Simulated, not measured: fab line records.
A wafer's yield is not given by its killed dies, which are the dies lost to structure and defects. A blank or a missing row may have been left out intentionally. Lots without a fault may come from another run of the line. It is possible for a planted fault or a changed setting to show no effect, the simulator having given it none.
The tool behind it: which one? -- flow nand_harc -- 24 lots with 72 wafers sampled at 4 steps, on a route of 1159 steps

== WHAT THE GAUGES READ, wafer by wafer ==
NHARC_A_CONTACT_CD_MEAS_42 targets a cd of 200 nm.
lot,measured,on,cd_nm (nm)
L074,day 15 19:38,cd_sem-01,200.4 199.5 200.2
L075,day 16 06:10,cd_sem-03,200.7 199.8 200.0
L077,day 16 08:21,cd_sem-01,200.2 200.2 200.6
L076,day 16 16:39,cd_sem-02,200.2 199.6 199.9
L078,day 17 04:54,cd_sem-03,200.3 200.4 200.4
L079,day 17 11:13,cd_sem-03,200.1 199.9 200.0
L083,day 18 17:01,cd_sem-02,200.4 199.6 199.7
L080,day 18 21:11,cd_sem-02,199.8 199.7 200.2
L082,day 19 01:23,cd_sem-01,199.9 199.8 199.6
L081,day 18 14:23,cd_sem-03,200.3 200.9 200.8
L084,day 19 01:35,cd_sem-02,200.3 200.1 200.1
L085,day 19 09:56,cd_sem-03,199.5 200.5 200.1
L088,day 19 08:29,cd_sem-03,200.0 199.3 200.2
L087,day 19 12:34,cd_sem-01,199.0 199.8 200.3
L090,day 20 06:28,cd_sem-01,200.5 200.0 200.0
L086,day 20 02:25,cd_sem-01,200.2 199.3 199.4
L089,day 20 09:28,cd_sem-03,200.0 199.9 199.6
L093,day 20 14:09,cd_sem-01,200.1 200.2 200.2
L092,day 20 19:14,cd_sem-01,199.9 200.5 199.7
L091,day 20 22:56,cd_sem-03,200.6 200.6 200.0
L094,day 22 00:34,cd_sem-02,200.0 200.5 200.7
L097,day 21 21:27,cd_sem-03,200.5 200.7 200.9
L095,day 21 20:04,cd_sem-01,199.9 199.8 200.0
L096,day 22 06:19,cd_sem-03,200.3 200.1 199.9

== WHICH TOOL RAN EACH LOT (tool, then ch and the chambers of the sampled wafers, then the start) ==
lot,NHARC_A_SGD_CUT_CMP_21,NHARC_A_WL_FILL_ALD_19,NHARC_A_CONTACT_DEP_28
L074,"cmp-01 ch 0,1,3, day 13 16:19","ald_metal-04 ch 0,1,2, day 15 08:55","acl_dep-01 ch 0, day 15 17:25"
L075,"cmp-03 ch 1,2,3, day 14 05:46","ald_metal-04 ch 0,2, day 15 17:31","acl_dep-01 ch 0, day 16 03:35"
L077,"cmp-01 ch 0,1,3, day 14 05:47","ald_metal-03 ch 0,2, day 15 17:31","acl_dep-01 ch 0, day 16 05:49"
L076,"cmp-03 ch 0,1,3, day 14 11:55","ald_metal-03 ch 0,1,3, day 16 05:06","acl_dep-03 ch 0, day 16 14:04"
L078,"cmp-01 ch 0,1,2, day 15 03:34","ald_metal-04 ch 0,1,2, day 16 19:27","acl_dep-03 ch 0, day 17 02:20"
L079,"cmp-03 ch 0,1,3, day 15 07:30","ald_metal-04 ch 1,2,3, day 16 22:53","acl_dep-02 ch 0, day 17 08:17"
L083,"cmp-04 ch 0,1, day 16 06:56","ald_metal-03 ch 0,3, day 18 03:16","acl_dep-01 ch 0, day 18 14:05"
L080,"cmp-01 ch 0,1,3, day 16 06:58","ald_metal-01 ch 0,2,3, day 18 03:25","acl_dep-03 ch 0, day 18 18:43"
L082,"cmp-04 ch 0,1,3, day 16 07:07","ald_metal-01 ch 0,2,3, day 18 07:14","acl_dep-03 ch 0, day 18 22:50"
L081,"cmp-01 ch 0,2,3, day 16 07:07","ald_metal-01 ch 1,2,3, day 18 03:17","acl_dep-02 ch 0, day 18 11:24"
L084,"cmp-01 ch 1,2,3, day 16 19:15","ald_metal-04 ch 0,2,3, day 18 10:17","acl_dep-01 ch 0, day 18 22:37"
L085,"cmp-03 ch 0,3, day 17 03:33","ald_metal-03 ch 1,2,3, day 18 16:17","acl_dep-01 ch 0, day 19 07:06"
L088,"cmp-01 ch 0,1,3, day 17 03:33","ald_metal-04 ch 0,2,3, day 18 16:14","acl_dep-03 ch 0, day 19 05:40"
L087,"cmp-04 ch 2,3, day 17 03:34","ald_metal-01 ch 1,3, day 18 16:19","acl_dep-02 ch 0, day 19 09:45"
L090,"cmp-03 ch 0,2, day 17 18:23","ald_metal-04 ch 0,1,3, day 19 15:48","acl_dep-02 ch 0, day 20 03:31"
L086,"cmp-01 ch 1,2,3, day 17 18:26","ald_metal-03 ch 1,2,3, day 19 15:51","acl_dep-02 ch 0, day 20 00:11"
L089,"cmp-03 ch 0,1, day 18 03:49","ald_metal-04 ch 1,3, day 20 00:05","acl_dep-03 ch 0, day 20 06:53"
L093,"cmp-03 ch 0,3, day 18 07:41","ald_metal-04 ch 2,3, day 20 03:31","acl_dep-02 ch 0, day 20 11:12"
L092,"cmp-01 ch 1,2,3, day 18 14:26","ald_metal-03 ch 1,2,3, day 20 03:34","acl_dep-03 ch 0, day 20 16:22"
L091,"cmp-03 ch 0,2,3, day 18 14:26","ald_metal-04 ch 0,1,2, day 20 03:40","acl_dep-02 ch 0, day 20 20:09"
L094,"cmp-04 ch 0,2,3, day 19 11:42","ald_metal-04 ch 0,3, day 21 11:22","acl_dep-01 ch 0, day 21 21:53"
L097,"cmp-01 ch 1,2, day 19 11:42","ald_metal-03 ch 0,2, day 21 11:20","acl_dep-02 ch 0, day 21 18:30"
L095,"cmp-03 ch 0,1, day 19 11:42","ald_metal-04 ch 0,1,2, day 21 05:38","acl_dep-01 ch 0, day 21 17:25"
L096,"cmp-01 ch 0,1,2, day 19 16:33","ald_metal-03 ch 0,1,2, day 21 15:31","acl_dep-02 ch 0, day 22 03:22"
- NHARC_A_SGD_CUT_CMP_21: polishes, target thk 148.19 nm.
- NHARC_A_WL_FILL_ALD_19: deposits TiN, target thk 2 nm, pulse time 3 s, ald cycles 100.
- NHARC_A_CONTACT_DEP_28: deposits aC, target thk 3600 nm.

== AS READ BY THE TOOLS THEMSELVES (means over the sampled wafers that have a number; for cases with no such wafer, the mark the record gives instead) ==
NHARC_A_SGD_CUT_CMP_21.
lot,tool,motor_current_A (A),time_to_endpoint_s (s)
L074,cmp-01,11.5,49.4
L075,cmp-03,13.3,49.8
L077,cmp-01,11.5,50.6
L076,cmp-03,12.9,49.6
L078,cmp-01,12.2,46.4
L079,cmp-03,12.7,49.6
L083,cmp-04,11.8,45.1
L080,cmp-01,11.8,50.1
L082,cmp-04,12.7,45.2
L081,cmp-01,11.8,51.8
L084,cmp-01,10.9,47.6
L085,cmp-03,12.0,51.2
L088,cmp-01,11.3,49.1
L087,cmp-04,12.6,47.8
L090,cmp-03,12.1,49.2
L086,cmp-01,11.2,49.8
L089,cmp-03,12.2,51.7
L093,cmp-03,12.3,49.5
L092,cmp-01,11.0,50.5
L091,cmp-03,12.5,52.1
L094,cmp-04,12.3,50.4
L097,cmp-01,11.1,48.4
L095,cmp-03,12.7,53.7
L096,cmp-01,12.0,49.0

NHARC_A_WL_FILL_ALD_19.
lot,tool,heater_power_w (W),precursor_pulse_height_rel
L074,ald_metal-04,993,1.002
L075,ald_metal-04,1017,1.008
L077,ald_metal-03,1194,1.007
L076,ald_metal-03,1036,1.017
L078,ald_metal-04,985,0.994
L079,ald_metal-04,1061,0.994
L083,ald_metal-03,1096,1.033
L080,ald_metal-01,1148,0.994
L082,ald_metal-01,1139,1.009
L081,ald_metal-01,1175,0.990
L084,ald_metal-04,1083,0.988
L085,ald_metal-03,1085,0.999
L088,ald_metal-04,1076,1.012
L087,ald_metal-01,1154,1.008
L090,ald_metal-04,1083,0.990
L086,ald_metal-03,1105,0.996
L089,ald_metal-04,1077,0.985
L093,ald_metal-04,1158,0.982
L092,ald_metal-03,1122,0.988
L091,ald_metal-04,1011,1.003
L094,ald_metal-04,1142,0.997
L097,ald_metal-03,1213,1.002
L095,ald_metal-04,1029,1.003
L096,ald_metal-03,1110,1.014

NHARC_A_CONTACT_DEP_28.
lot,tool,throttle_valve_pct (%)
L074,acl_dep-01,35.004
L075,acl_dep-01,35.002
L077,acl_dep-01,35.005
L076,acl_dep-03,34.993
L078,acl_dep-03,34.993
L079,acl_dep-02,34.999
L083,acl_dep-01,34.998
L080,acl_dep-03,35.000
L082,acl_dep-03,35.009
L081,acl_dep-02,35.006
L084,acl_dep-01,34.994
L085,acl_dep-01,35.002
L088,acl_dep-03,35.002
L087,acl_dep-02,35.003
L090,acl_dep-02,35.000
L086,acl_dep-02,35.002
L089,acl_dep-03,35.002
L093,acl_dep-02,34.996
L092,acl_dep-03,34.996
L091,acl_dep-02,35.003
L094,acl_dep-01,34.998
L097,acl_dep-02,35.003
L095,acl_dep-01,35.001
L096,acl_dep-02,35.013

== THE ANSWER, worked out from the rows above alone ==
Rule: the lots themselves supply what counts as usual. The widest of any qualifying gaps counts: lots, ordered by their means at a reading, are off when they make up no more than a third of the lots, leave a main group of 4 or more, and stand apart from it by 3 or more times the standard deviation of that group's means. A main group whose means are all the same, to the digits that the tables above print for the reading, isn't used. A lot without any number at a reading at which 4 lots or more have one is off too. Any other lot the step has rows for is counted as sound. After the gauges, taken in route order, come the tools' own readings; for these a lot's mean is taken, as printed above. The first step at which some lot is off is used, and at that step the reading that is off furthest; a lot without a number counts as furthest.
Across all readings shown, no lot is off: no conclusion can be drawn from this.

== WHAT HAD BEEN PUT IN BY THE SIMULATOR ==
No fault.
